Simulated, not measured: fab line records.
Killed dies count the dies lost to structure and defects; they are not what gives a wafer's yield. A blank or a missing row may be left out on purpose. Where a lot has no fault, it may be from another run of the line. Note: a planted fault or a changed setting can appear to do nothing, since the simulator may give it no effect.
Which tool is to blame? + flow n5Finfet + 13 lots, 37 wafers sampled, at 6 steps of a route of 1938

== WHAT THE GAUGES SHOWED, per wafer ==
N5_BEOL_M0_SAQP_CD_MEAS_25: the cd target is 13.1 nm. Usual: cdNm at 12.77 nm, with a standard deviation of 0.21.
| lot  | measured     | on       | cdNm (nm)         | flag |
|------|--------------|----------|-------------------|------|
| L550 | day 5 12:11  | cdSem-02 | 12.73 12.83 12.82 |      |
| L551 | day 5 18:35  | cdSem-03 | 12.84 12.73 12.54 |      |
| L553 | day 6 08:47  | cdSem-03 | 12.42 12.58 12.72 |      |
| L554 | day 6 12:31  | cdSem-01 | 12.73 12.96 12.64 |      |
| L556 | day 7 00:13  | cdSem-03 | 13.42             | OFF  |
| L557 | day 7 07:15  | cdSem-02 | 13.03 12.56 12.98 |      |
| L561 | day 8 05:43  | cdSem-01 | 12.74 12.79 12.41 |      |
| L560 | day 8 11:18  | cdSem-02 | 13.03 12.77 12.43 |      |
| L564 | day 9 04:16  | cdSem-01 | 12.47 12.85 12.56 |      |
| L566 | day 9 12:41  | cdSem-02 | 13.11 12.91 12.54 |      |
| L567 | day 9 19:03  | cdSem-01 | 12.82 12.99 12.57 |      |
| L571 | day 10 19:22 | cdSem-01 | 12.42 12.84 12.89 |      |
| L573 | day 11 05:27 | cdSem-03 | 12.67 12.43 13.08 |      |

N5_BEOL_M4_RC_MEAS_101. Usual: CJ_N 4.33, standard deviation 0.09; CJ_P 5.82, standard deviation 0.13; DIBL_N 36.0 mV/V, standard deviation 1.4; DIBL_P 36.1 mV/V, standard deviation 1.4; IOFF_N 0.153 nA/um, standard deviation 0.02; IOFF_P 0.211 nA/um, standard deviation 0.026; ION_N 673 uA/um, standard deviation 8.7; ION_P 463 uA/um, standard deviation 6.7; RS_NWELL 1036 ohm/sq, standard deviation 7; RS_PWELL 3013 ohm/sq, standard deviation 25; SS_N 71.5 mV/dec, standard deviation 0.5; SS_P 73.3 mV/dec, standard deviation 0.54; VT_N 250.1 mV, standard deviation 2.4; VT_P -250.2 mV, standard deviation 2.9.
| lot  | measured     | on        | CJ_N           | CJ_P           | DIBL_N (mV/V)  | DIBL_P (mV/V)  | IOFF_N (nA/um)    | IOFF_P (nA/um)    | ION_N (uA/um) | ION_P (uA/um) | RS_NWELL (ohm/sq) | RS_PWELL (ohm/sq) | SS_N (mV/dec)  | SS_P (mV/dec)  | VT_N (mV)         | VT_P (mV)            | flag |
|------|--------------|-----------|----------------|----------------|----------------|----------------|-------------------|-------------------|---------------|---------------|-------------------|-------------------|----------------|----------------|-------------------|----------------------|------|
| L550 | day 8 12:31  | prober-02 | 4.22 4.28 4.19 | 5.78 5.74 6.03 | 35.0 34.5 35.7 | 36.0 34.9 36.5 | 0.147 0.134 0.149 | 0.215 0.201 0.231 | 681 671 675   | 478 469 472   | 1034 1035 1027    | 2974 3026 3000    | 70.4 71.1 71.2 | 72.5 72.2 72.7 | 248.7 251.1 250.3 | -247.8 -247.9 -247.5 |      |
| L551 | day 8 12:46  | prober-01 | 4.65 4.43 4.46 | 5.83 5.76 5.86 | 36.9 34.7 35.8 | 35.7 33.8 34.9 | 0.169 0.130 0.143 | 0.195 0.173 0.187 | 674 668 673   | 459 460 456   | 1037 1038 1046    | 3045 3026 3026    | 72.0 71.6 71.6 | 73.6 72.5 73.9 | 250.0 255.9 253.5 | -252.6 -253.0 -253.9 |      |
| L553 | day 8 20:49  | prober-01 | 4.21 4.33 4.34 | 5.85 5.59 5.89 | 38.0 37.3 37.5 | 35.9 34.0 34.4 | 0.154 0.138 0.139 | 0.196 0.168 0.178 | 667 668 671   | 454 448 457   | 1029 1037 1035    | 3009 2998 2981    | 71.5 71.7 71.3 | 73.9 72.9 73.1 | 250.2 249.0 252.9 | -250.9 -253.1 -254.4 |      |
| L554 | day 9 10:25  | prober-02 | 4.20 4.20 4.31 | 5.65 5.95 5.74 | 34.5 35.4 37.4 | 35.0 36.9 38.7 | 0.131 0.152 0.186 | 0.171 0.188 0.217 | 666 674 685   | 456 463 463   | 1041 1043 1053    | 3032 3041 3044    | 71.5 70.7 71.4 | 72.7 74.0 73.5 | 252.6 249.2 247.3 | -254.4 -253.0 -250.4 |      |
| L556 | day 10 01:23 | prober-01 | 4.97           | 4.05           | 35.0           | 35.4           | 0.118             | 0.199             | 643           | 458           | 1064              | 3116              | 71.6           | 72.6           | 256.5             | -251.5               | OFF  |
| L557 | day 10 14:56 | prober-01 | 4.31 4.42 4.41 | 6.09 5.70 5.78 | 34.6 34.5 35.4 | 35.6 34.9 36.6 | 0.142 0.141 0.153 | 0.207 0.189 0.216 | 669 669 672   | 465 454 465   | 1035 1045 1037    | 3059 2994 3000    | 71.8 71.3 71.6 | 73.1 73.5 73.7 | 251.7 252.4 249.5 | -248.8 -252.2 -251.7 |      |
| L561 | day 11 22:42 | prober-02 | 4.37 4.47 4.44 | 6.16 5.91 5.97 | 33.7 34.2 36.5 | 35.3 35.4 38.1 | 0.126 0.141 0.173 | 0.196 0.199 0.238 | 657 685 681   | 457 462 470   | 1029 1037 1027    | 3034 3025 3015    | 71.5 71.2 72.2 | 73.2 73.5 73.6 | 254.5 253.0 249.7 | -250.8 -251.9 -248.4 |      |
| L560 | day 11 23:56 | prober-02 | 4.22 4.11 4.22 | 5.88 5.80 5.95 | 39.0 36.5 34.7 | 39.5 36.3 33.6 | 0.212 0.155 0.127 | 0.261 0.206 0.164 | 686 664 661   | 467 463 454   | 1034 1033 1033    | 2976 2987 3016    | 72.0 71.4 70.8 | 74.4 73.7 72.8 | 245.7 248.2 253.4 | -248.4 -250.4 -255.1 |      |
| L564 | day 12 07:57 | prober-02 | 4.36 4.37 4.27 | 5.92 5.84 5.56 | 38.1 35.8 36.0 | 38.3 35.9 36.6 | 0.197 0.165 0.167 | 0.275 0.225 0.232 | 691 683 679   | 467 473 468   | 1042 1032 1031    | 2999 2990 2975    | 72.3 72.1 71.6 | 74.0 73.4 73.6 | 248.2 246.7 246.9 | -244.3 -250.4 -249.3 |      |
| L566 | day 13 03:16 | prober-01 | 4.24 4.36 4.32 | 5.99 6.02 5.78 | 37.0 36.8 36.0 | 36.9 36.3 35.9 | 0.184 0.175 0.165 | 0.281 0.255 0.241 | 697 691 681   | 482 478 467   | 1038 1042 1037    | 2991 3005 3009    | 71.4 71.3 71.2 | 73.5 73.3 73.2 | 244.1 244.7 248.3 | -239.9 -242.6 -243.3 |      |
| L567 | day 13 06:13 | prober-01 | 4.28 4.28 4.36 | 5.72 5.86 5.72 | 35.6 34.1 35.3 | 36.0 34.9 35.9 | 0.144 0.129 0.148 | 0.184 0.170 0.184 | 664 668 673   | 457 455 451   | 1038 1041 1030    | 2981 2979 2987    | 71.3 71.5 71.0 | 73.0 73.0 73.3 | 250.2 251.5 247.9 | -255.1 -254.7 -254.9 |      |
| L571 | day 15 11:11 | prober-02 | 4.32 4.41 4.39 | 5.70 5.47 5.51 | 34.5 33.6 34.5 | 36.3 33.6 35.7 | 0.150 0.121 0.142 | 0.208 0.162 0.187 | 664 659 665   | 459 449 454   | 1031 1041 1047    | 3009 3007 3003    | 70.8 70.5 70.2 | 73.9 73.1 72.9 | 246.7 250.9 249.3 | -250.5 -253.8 -254.0 |      |
| L573 | day 14 15:33 | prober-01 | 4.31 4.31 4.39 | 5.93 5.77 5.78 | 34.3 33.8 34.8 | 36.0 35.2 36.4 | 0.141 0.135 0.147 | 0.198 0.188 0.205 | 673 665 668   | 466 460 463   | 1038 1037 1037    | 3016 3038 3014    | 71.7 71.2 71.6 | 73.2 73.0 73.7 | 251.4 251.8 250.1 | -252.4 -251.7 -252.6 |      |

== EACH LOT AND THE TOOL THAT RAN IT (in order: tool; ch and the chambers of the sampled wafers; start) ==
| lot  | N5_BEOL_M0_SAQP_HM_DEP_111     | N5_BEOL_M0_SAQP_DESCUM_19         | N5_BEOL_M0_SAQP_SPACER1_ALD_98   | N5_BEOL_M0_SAQP_SPACER1_ETCHBACK_99 |
|------|--------------------------------|-----------------------------------|----------------------------------|-------------------------------------|
| L550 | pecvd-02 ch 0,1,2, day 5 10:02 | rieDiel-03 ch 1,3, day 5 10:37    | aldSin-03 ch 0,1,3, day 5 11:31  | rieDiel-06 ch 1,2, day 5 11:59      |
| L551 | pecvd-04 ch 0,1, day 5 16:20   | rieDiel-06 ch 0,1,3, day 5 16:52  | aldSin-03 ch 0,3, day 5 17:55    | rieDiel-02 ch 0,1,2, day 5 18:23    |
| L553 | pecvd-02 ch 0,1, day 6 06:16   | rieDiel-03 ch 0,1,3, day 6 07:11  | aldSin-02 ch 0,1,3, day 6 08:07  | rieDiel-03 ch 1,2,3, day 6 08:35    |
| L554 | pecvd-03 ch 1,2, day 6 09:31   | rieDiel-02 ch 1,2,3, day 6 10:04  | aldSin-02 ch 0,2,3, day 6 11:51  | rieDiel-06 ch 1,2,3, day 6 12:19    |
| L556 | pecvd-04 ch 0, day 6 22:13     | rieDiel-06 ch 0, day 6 22:37      | aldSin-02 ch 3, day 6 23:43      | rieDiel-06 ch 2, day 7 00:03        |
| L557 | pecvd-02 ch 1,2, day 7 04:52   | rieDiel-03 ch 0,2,3, day 7 05:18  | aldSin-03 ch 0,1,3, day 7 06:35  | rieDiel-02 ch 0,1,3, day 7 07:03    |
| L561 | pecvd-03 ch 0,2, day 8 03:38   | rieDiel-06 ch 0,1,2, day 8 04:10  | aldSin-03 ch 2,3, day 8 05:03    | rieDiel-02 ch 1,3, day 8 05:32      |
| L560 | pecvd-02 ch 0,1,2, day 8 09:11 | rieDiel-06 ch 0,3, day 8 09:44    | aldSin-03 ch 0,1,2, day 8 10:38  | rieDiel-06 ch 0,1,3, day 8 11:06    |
| L564 | pecvd-03 ch 1,2, day 9 01:23   | rieDiel-03 ch 0,3, day 9 01:56    | aldSin-03 ch 1,2,3, day 9 03:35  | rieDiel-06 ch 0,2,3, day 9 04:04    |
| L566 | pecvd-04 ch 0,1,2, day 9 09:50 | rieDiel-06 ch 0,1,2, day 9 10:33  | aldSin-01 ch 0,1,2, day 9 12:00  | rieDiel-06 ch 0,2,3, day 9 12:29    |
| L567 | pecvd-03 ch 1,2, day 9 16:42   | rieDiel-03 ch 2,3, day 9 17:29    | aldSin-03 ch 1,2,3, day 9 18:22  | rieDiel-03 ch 0,1,2, day 9 18:51    |
| L571 | pecvd-02 ch 0,1, day 10 17:01  | rieDiel-03 ch 0,1,3, day 10 17:49 | aldSin-01 ch 1,2,3, day 10 18:42 | rieDiel-06 ch 0,1, day 10 19:11     |
| L573 | pecvd-03 ch 1,2, day 11 03:04  | rieDiel-03 ch 0,2, day 11 03:29   | aldSin-01 ch 2,3, day 11 04:42   | rieDiel-06 ch 2,3, day 11 05:15     |
- N5_BEOL_M0_SAQP_HM_DEP_111: deposits SiO2 from SiH4/N2O, target thk 12 nm, time 7.2 s.
- N5_BEOL_M0_SAQP_DESCUM_19: chemistry O2, time 7.9 s.
- N5_BEOL_M0_SAQP_SPACER1_ALD_98: deposits SiO2, target thk 12.8 nm, pulse time 1 s, purge time 2 s.
- N5_BEOL_M0_SAQP_SPACER1_ETCHBACK_99: etches SiO2 in CHF3/O2, target depth 15.4 nm, time 7.7 s.

== AS READ BY THE TOOLS THEMSELVES (means over the sampled wafers that have a number; for cases with no such wafer, the mark the record gives instead) ==
N5_BEOL_M0_SAQP_HM_DEP_111. Usual: heaterPowerW 832 W, standard deviation 100; showerheadPlenumPTorr 8.18 Torr, standard deviation 0.094.
| lot  | tool     | heaterPowerW (W) | showerheadPlenumPTorr (Torr) | flag |
|------|----------|------------------|------------------------------|------|
| L550 | pecvd-02 | 877              | 8.26                         |      |
| L551 | pecvd-04 | 728              | 8.02                         |      |
| L553 | pecvd-02 | 854              | 8.30                         |      |
| L554 | pecvd-03 | 932              | 8.18                         |      |
| L556 | pecvd-04 | 667              | 8.16                         |      |
| L557 | pecvd-02 | 901              | 8.29                         |      |
| L561 | pecvd-03 | 882              | 8.19                         |      |
| L560 | pecvd-02 | 864              | 8.24                         |      |
| L564 | pecvd-03 | 834              | 8.19                         |      |
| L566 | pecvd-04 | 813              | 8.05                         |      |
| L567 | pecvd-03 | 875              | 8.19                         |      |
| L571 | pecvd-02 | 814              | 8.29                         |      |
| L573 | pecvd-03 | 809              | 8.18                         |      |

N5_BEOL_M0_SAQP_DESCUM_19. Usual: drypumpMotorCurrentA 5.7 A, standard deviation 0.39; o2FlowSccm 225.1 sccm, standard deviation 0.7; oesProductAu 0.80 a.u., standard deviation 0.087; rfVppV 243.3 V, standard deviation 1.6; showerheadPlenumPTorr 2.10 Torr, standard deviation 0.078; throttleValvePct 20.43 %, standard deviation 0.21.
| lot  | tool       | drypumpMotorCurrentA (A) | o2FlowSccm (sccm) | oesProductAu (a.u.) | rfVppV (V) | showerheadPlenumPTorr (Torr) | throttleValvePct (%) | flag |
|------|------------|--------------------------|-------------------|---------------------|------------|------------------------------|----------------------|------|
| L550 | rieDiel-03 | 5.8                      | 225.3             | 0.82                | 243.0      | 2.11                         | 20.36                |      |
| L551 | rieDiel-06 | 5.5                      | 225.4             | 0.88                | 243.0      | 2.09                         | 20.36                |      |
| L553 | rieDiel-03 | 5.7                      | 225.0             | 0.83                | 242.1      | 2.11                         | 20.41                |      |
| L554 | rieDiel-02 | 5.5                      | 225.7             | 0.74                | 244.0      | 2.15                         | 20.31                |      |
| L556 | rieDiel-06 | 5.9                      | 226.3             | 0.94                | 239.8      | 2.05                         | 20.37                |      |
| L557 | rieDiel-03 | 5.9                      | 226.3             | 0.75                | 243.1      | 2.12                         | 20.56                |      |
| L561 | rieDiel-06 | 5.7                      | 225.4             | 0.80                | 241.1      | 1.99                         | 20.50                |      |
| L560 | rieDiel-06 | 5.7                      | 225.4             | 0.92                | 242.7      | 2.10                         | 20.27                |      |
| L564 | rieDiel-03 | 5.6                      | 225.2             | 0.76                | 244.1      | 2.10                         | 20.54                |      |
| L566 | rieDiel-06 | 5.7                      | 225.1             | 0.80                | 241.6      | 1.99                         | 20.52                |      |
| L567 | rieDiel-03 | 6.2                      | 224.9             | 0.71                | 243.9      | 2.13                         | 20.65                |      |
| L571 | rieDiel-03 | 5.7                      | 224.6             | 0.79                | 244.3      | 2.10                         | 20.46                |      |
| L573 | rieDiel-03 | 6.0                      | 225.9             | 0.71                | 242.9      | 2.14                         | 20.68                |      |

N5_BEOL_M0_SAQP_SPACER1_ALD_98. Usual: heaterPowerW 480 W, standard deviation 50; precursorPulseHeightRel 1.001, standard deviation 0.02; susceptorTempC 299.99 C, standard deviation 0.19.
| lot  | tool      | heaterPowerW (W) | precursorPulseHeightRel | susceptorTempC (C) | flag |
|------|-----------|------------------|-------------------------|--------------------|------|
| L550 | aldSin-03 | 437              | 0.988                   | 299.98             |      |
| L551 | aldSin-03 | 469              | 0.993                   | 299.87             |      |
| L553 | aldSin-02 | 502              | 0.980                   | 299.98             |      |
| L554 | aldSin-02 | 501              | 1.015                   | 299.98             |      |
| L556 | aldSin-02 | 416              | 1.003                   | 282.79             | OFF  |
| L557 | aldSin-03 | 441              | 1.000                   | 299.95             |      |
| L561 | aldSin-03 | 500              | 0.995                   | 299.94             |      |
| L560 | aldSin-03 | 453              | 1.030                   | 300.09             |      |
| L564 | aldSin-03 | 470              | 0.990                   | 299.92             |      |
| L566 | aldSin-01 | 516              | 0.993                   | 300.04             |      |
| L567 | aldSin-03 | 466              | 1.020                   | 299.95             |      |
| L571 | aldSin-01 | 466              | 0.974                   | 299.89             |      |
| L573 | aldSin-01 | 485              | 1.028                   | 299.90             |      |

N5_BEOL_M0_SAQP_SPACER1_ETCHBACK_99. Usual: drypumpMotorCurrentA 5.7 A, standard deviation 0.43; mfcArSccm 200.0 sccm, standard deviation 0.63; oesProductAu 0.80 a.u., standard deviation 0.088; rfVppV 528 V, standard deviation 3.3; showerheadPlenumPTorr 2.40 Torr, standard deviation 0.11; throttleValvePct 18.85 %, standard deviation 0.21.
| lot  | tool       | drypumpMotorCurrentA (A) | mfcArSccm (sccm) | oesProductAu (a.u.) | rfVppV (V) | showerheadPlenumPTorr (Torr) | throttleValvePct (%) | flag |
|------|------------|--------------------------|------------------|---------------------|------------|------------------------------|----------------------|------|
| L550 | rieDiel-06 | 5.5                      | 200.0            | 0.75                | 527        | 2.27                         | 19.02                |      |
| L551 | rieDiel-02 | 5.2                      | 200.0            | 0.72                | 528        | 2.49                         | 18.92                |      |
| L553 | rieDiel-03 | 5.9                      | 199.8            | 0.81                | 530        | 2.45                         | 18.93                |      |
| L554 | rieDiel-06 | 5.6                      | 199.7            | 0.81                | 528        | 2.36                         | 18.81                |      |
| L556 | rieDiel-06 | 6.2                      | 199.7            | 0.80                | 525        | 2.23                         | 18.76                |      |
| L557 | rieDiel-02 | 5.2                      | 200.0            | 0.72                | 525        | 2.46                         | 18.91                |      |
| L561 | rieDiel-02 | 5.4                      | 200.6            | 0.72                | 525        | 2.45                         | 18.86                |      |
| L560 | rieDiel-06 | 5.5                      | 199.9            | 0.84                | 529        | 2.40                         | 18.83                |      |
| L564 | rieDiel-06 | 5.8                      | 200.1            | 0.86                | 528        | 2.38                         | 18.72                |      |
| L566 | rieDiel-06 | 5.8                      | 200.0            | 0.87                | 527        | 2.38                         | 18.73                |      |
| L567 | rieDiel-03 | 5.8                      | 199.3            | 0.79                | 530        | 2.45                         | 18.97                |      |
| L571 | rieDiel-06 | 5.4                      | 200.5            | 0.76                | 528        | 2.30                         | 19.11                |      |
| L573 | rieDiel-06 | 5.7                      | 200.0            | 0.83                | 529        | 2.44                         | 18.63                |      |

== THE ANSWER, worked out from the rows above alone ==
Rule: a lot is off if the mean of its wafers that have a number lies more than 3 standard deviations from the usual mean. Also off: a lot with no number at a reading for which 4 or more lots have one. Any other lot the step has rows for is counted as sound. After the gauges, taken in route order, come the tools' own readings; for these a lot's mean is taken, as printed above. The first step at which some lot is off is used, and at that step the reading that is off furthest; a lot without a number counts as furthest.
Off at N5_BEOL_M0_SAQP_CD_MEAS_25 (cdNm): L556.
If a tool, at a process step before that reading, ran all the lots that are off and no sound lot after the first of them, it fits. The gauges at N5_BEOL_M0_SAQP_CD_MEAS_25 aren't tried: what is off there is off at N5_BEOL_M4_RC_MEAS_101 too, on other tools, and a gauge's error can't cause that. One candidate fits, namely aldSin-02 at N5_BEOL_M0_SAQP_SPACER1_ALD_98. Its last sound lot is L554 (day 6 11:51), its first lot that is off L556 (day 6 23:43): a fault that began between those two fits.
The tool's own readings at N5_BEOL_M0_SAQP_SPACER1_ALD_98 bear it out: on the lots that are off they differ by more than 5 times the standard deviation of the sound lots' means. susceptorTempC reads 282.79 C there against 299.96 C on the sound lots.

== WHAT THE SIMULATOR HAD INSERTED ==
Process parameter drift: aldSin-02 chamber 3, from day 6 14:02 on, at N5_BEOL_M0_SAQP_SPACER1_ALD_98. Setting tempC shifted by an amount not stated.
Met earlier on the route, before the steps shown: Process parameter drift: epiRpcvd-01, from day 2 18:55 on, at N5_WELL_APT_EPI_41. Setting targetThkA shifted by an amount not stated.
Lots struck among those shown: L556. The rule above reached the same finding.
